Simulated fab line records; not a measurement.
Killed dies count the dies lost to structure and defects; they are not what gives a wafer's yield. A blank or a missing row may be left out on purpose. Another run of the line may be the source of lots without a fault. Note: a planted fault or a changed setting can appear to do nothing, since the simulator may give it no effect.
Chamber matching	flow n5 finfet	N5_BEOL_M8_ETCH_61 on rie diel-02 has 4 sister chambers
The step etches SiARC in CF4, target depth 45.5 nm, time 75.8 s. 16 wafers are shown with their chamber, then 8 later ones without.

== WAFERS, EACH WITH ITS CHAMBER ==
wafer	chamber	showerhead plenum p Torr (Torr)	drypump motor current A (A)	oes product au (a.u.)
L074.2	0	2.21	5.8	0.61
L074.3	2	2.09	5.6	0.75
L074.5	0	2.21	5.9	0.61
L075.3	0	2.21	5.9	0.61
L075.5	1	2.10	5.8	0.76
L075.6	0	2.21	5.9	0.62
L078.1	1	2.10	5.8	0.74
L078.3	2	2.09	5.7	0.73
L078.5	1	2.10	5.8	0.74
L083.1	0	2.20	5.8	0.60
L083.3	1	2.09	5.8	0.72
L083.6	0	2.21	5.9	0.60
L084.1	1	2.09	5.8	0.71
L084.3	3	2.20	5.2	0.59
L084.4	2	2.08	5.7	0.71
L089.3	2	2.08	5.7	0.71

SIGNATURES (averages over the wafers above)
reading	chamber 0	chamber 1	chamber 2	chamber 3	scatter within a chamber
showerhead plenum p Torr	2.2083	2.0960	2.0850	2.2000	0.00503
drypump motor current A	5.867	5.800	5.675	5.200	0.0417
oes product au	0.6083	0.7340	0.7250	0.5900	0.0156
Rule: a wafer's distance from a chamber is the root of the sum, over the readings, of the square of ((its reading less the chamber's mean) divided by the reading's scatter). If the next closest chamber is less than 2 further off than the closest, the wafer can't be placed; otherwise it belongs to the closest. The scatter: take each reading less its chamber's mean, square it, sum over the shown wafers, divide by the number of wafers less the number of chambers, and take the root.

== WAFERS WHOSE CHAMBER IS MISSING ==
wafer	showerhead plenum p Torr (Torr)	drypump motor current A (A)	oes product au (a.u.)
L089.5	2.20	5.2	0.60
L089.6	2.08	5.6	0.70
L092.1	2.08	5.7	0.70
L092.2	2.09	5.8	0.71
L092.6	2.20	5.2	0.60
L097.2	2.07	5.6	0.69
L097.5	2.19	5.2	0.59
L097.6	2.19	5.9	0.58

== CHAMBER TAKEN BY EACH ==
wafer	from the rows above	in truth
L089.5	3	3
L089.6	2	2
L092.1	2	2
L092.2	can't be placed: 1 or 2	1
L092.6	3	3
L097.2	2	2
L097.5	3	3
L097.6	0	0
Correct placement for 7 of the 8. Cannot be placed on the basis of these rows: 1; the candidates contain the true chamber in 1. Number placed wrongly: 0.
